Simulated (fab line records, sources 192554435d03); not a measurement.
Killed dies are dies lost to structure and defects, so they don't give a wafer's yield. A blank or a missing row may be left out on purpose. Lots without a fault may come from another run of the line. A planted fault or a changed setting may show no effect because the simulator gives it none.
Chamber matching | flow n5_finfet | N5_BEOL_M7_DEP_56 on pecvd-04: 3 sister chambers
The step deposits SiCN from 3MS/NH3, target thk 10 nm, time 17.5 s. 6 wafers are shown with their chamber, then 8 later ones without.

WAFERS WITH THEIR CHAMBER
wafer  | chamber | showerhead_plenum_p_Torr (Torr) | throttle_valve_pct (%)
L082.1 | 2       | 3.672                           | 9.1
L082.2 | 0       | 3.643                           | 10.3
L082.5 | 0       | 3.633                           | 10.0
L084.4 | 1       | 3.685                           | 9.4
L084.6 | 2       | 3.676                           | 8.9
L089.1 | 1       | 3.676                           | 9.3

WAFERS WITHOUT THEIR CHAMBER
wafer  | showerhead_plenum_p_Torr (Torr) | throttle_valve_pct (%)
L089.2 | 3.645                           | 9.9
L089.3 | 3.669                           | 8.9
L094.2 | 3.679                           | 9.4
L094.3 | 3.642                           | 10.2
L094.6 | 3.644                           | 10.3
L097.1 | 3.683                           | 9.6
L097.2 | 3.668                           | 9.0
L097.3 | 3.645                           | 10.2

WHICH CHAMBER EACH WENT THROUGH
wafer  | from the rows above | in truth
L089.2 | 0                   | 0
L089.3 | 2                   | 2
L094.2 | 1                   | 1
L094.3 | 0                   | 0
L094.6 | 0                   | 0
L097.1 | 1                   | 1
L097.2 | 2                   | 2
L097.3 | 0                   | 0
Placed correctly: 8 of 8. Can't be placed from these rows: 0. Placed wrongly: 0.
How it was worked out, from the rows above alone: a wafer's distance from a chamber is the root of the sum, over the readings, of the square of ((its reading less the chamber's mean) divided by the reading's scatter). The wafer belongs to the nearest chamber; if the next one is less than 2 further off, it can't be placed. A chamber's mean is the mean of its shown wafers. The scatter: the root of (the sum of the squares of (reading less its chamber's mean) over the shown wafers, divided by (wafers less chambers)).
